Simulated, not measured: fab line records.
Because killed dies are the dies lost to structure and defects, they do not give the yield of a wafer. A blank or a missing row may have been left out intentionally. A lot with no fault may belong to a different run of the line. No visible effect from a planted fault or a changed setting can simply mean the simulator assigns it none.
Comparing a struck lot with a sound one + flow n5 finfet + 17 out of 1938 route steps
Sound: these wafers, L447.1, L447.5, L447.6. Struck: wafers L462.1, L462.2, L462.6. At the end, the cause is stated.
Each step with rows lists, per side, the tool, then ch with its chambers, then its first start. Under that, the readings that differ: sound wafers + struck wafers + difference of the means + sigmas: that difference in standard deviations of wafers without a fault.
alike: readings with means less than 2 such deviations apart, plus words and numbers identical on both sides. not compared: withheld readings, readings lacking a value on some wafer, bounds such as >300 that could conceal the same value, and numbers that have no deviation in the record and whose values overlap.
A row with sigmas, a row that says differs or no value, or rows on one side alone: a step with any of these is where the two part. Non-overlapping numbers with no deviation appear without sigmas and do not part them. A reading that every wafer of one side lacks parts them only if that side has two wafers or more.

N5_ZERO_LAYER_PECVD_02: deposits SiO2 from SiH4/N2O, target thk 10 nm, time 6 s.
  sound on pecvd-02 ch 2, day 1 12:17; struck on pecvd-02 ch 0,1,2, day 5 06:19
  alike: heater power w, showerhead plenum p Torr, showerhead vpp V
then, 8 steps without rows for these wafers: N5_ZERO_LAYER_HMDS_04 (time 60 s); N5_ZERO_LAYER_COAT_05 (resist thk 1000 nm); N5_ZERO_LAYER_EBR_07; N5_ZERO_LAYER_SOFTBAKE_06 (time 90 s); N5_ZERO_LAYER_EXPOSE_08 (exposes mask ZERO, defocus 0 nm, target cd 2000 nm); N5_ZERO_LAYER_PEB_09; N5_ZERO_LAYER_DEVELOP_10 (develop time 60 s); N5_ZERO_LAYER_HARDBAKE_23 (time 120 s).
N5_ZERO_LAYER_CD_MEAS_11: target cd 2000 nm.
  sound on cd sem-01 ch 0, day 1 12:44; struck on cd sem-03 ch 0, day 5 06:40
  alike: cd nm
N5_ZERO_LAYER_DESCUM_16: chemistry O2, time 7.9 s.
  sound on rie diel-06 ch 0,2,3, day 1 12:47; struck on rie diel-05 ch 1,2, day 5 06:56
  alike: drypump motor current A, oes product au, rf vpp V, showerhead plenum p Torr, throttle valve pct
  not compared: rf hours counter h
N5_ZERO_LAYER_ETCH_17: etches SiO2 in CF4, target depth 12 nm, time 13.3 s.
  sound on rie diel-06 ch 0,2,3, day 1 12:49; struck on rie diel-05 ch 1,2, day 5 06:58
  alike: bias w, cf4 flow sccm, drypump motor current A, oes product au, rf vpp V, showerhead plenum p Torr, throttle valve pct
  not compared: rf hours counter h
N5_ZERO_LAYER_ETCH_18: etches Si in HBr/Cl2, target depth 120 nm, time 40 s.
  sound on rie si-06 ch 1,2,3, day 1 12:53; struck on rie si-06 ch 0,1,2, day 5 07:02
  no value came back on the struck wafers for any of 5 readings (HBr_flow_sccm (sccm), bias w (W) and others); on the sound wafers HBr_flow_sccm (sccm) reads 150.0 150.3 149.9
| reading                                      | sound           | struck            | difference | sigmas |
|----------------------------------------------|-----------------|-------------------|------------|--------|
| model.coat_of_ZERO_LAYER_COAT_05.thk nm (nm) | 927 929.4 929.2 | 974.1 970.6 971.2 | +43.4      |        |
  not compared: rf hours counter h
N5_ZERO_LAYER_STRIP_24: strips in O2.
  sound on plasma asher-02 ch 0,1, day 1 12:59; struck on plasma asher-01 ch 0,1, day 5 07:08
| reading                      | sound             | struck            | difference | sigmas |
|------------------------------|-------------------|-------------------|------------|--------|
| strip time to endpoint s (s) | 43.75 43.82 43.80 | 45.09 44.98 45.00 | +1.23      | +18    |
  alike: drypump motor current A, heater power w, oes product au
  not compared: rf hours counter h
then, 1 step without rows for these wafers: N5_ZERO_LAYER_STRIP_19 (strips in SPM, time 900 s).
N5_BEOL_M4_RC_MEAS_101:
  the record has rows for the sound wafers here (prober-02 ch 0, day 7 14:16) and none for the struck ones
-- here the record skips 11 days between the struck wafers' starts before and after, leaving off in module BEOL_M4 and picking up in module PASSIVATION (first step shown: number 1936 of the route) --
N5_PASSIVATION_PROBE_49:
  sound: prober-02 at day 12 02:19; struck: prober-02 at day 16 11:19
| reading                  | sound          | struck         | difference | sigmas      |
|--------------------------|----------------|----------------|------------|-------------|
| defect limited yield (%) | 92.6 90.0 90.8 | 0 0 0          | -91        | -65         |
| killed at contacts       | 23 27 12       | 5 11 6         | -13        | -2          |
| killed at front end      | 25 33 43       | 1135 1111 1127 | +1091      | +99 or more |
| killed dies              | 87 118 109     | 1180 1180 1180 | +1075      | +67         |
| killed on rim            | 12 19 7        | 152 152 152    | +139       | +36         |
| sort_bin_5_function (%)  | 5.0 6.9 5.0    | 96.9 96.1 98.0 | +91.4      | +99 or more |
| sort n pass              | 1093 1062 1071 | 0 0 0          | -1075      | -67         |
| sort yield pct (%)       | 92.6 90.0 90.8 | 0 0 0          | -91        | -65         |
  alike: killed_at_M0_to_M3, killed_at_M4_up, killed at other, killed open, killed short, sort_bin_6_memory

== WHERE THEY PART ==
Earliest at N5_ZERO_LAYER_ETCH_18; latest, in this record, at N5_PASSIVATION_PROBE_49.

WHY: the cause the simulator had injected
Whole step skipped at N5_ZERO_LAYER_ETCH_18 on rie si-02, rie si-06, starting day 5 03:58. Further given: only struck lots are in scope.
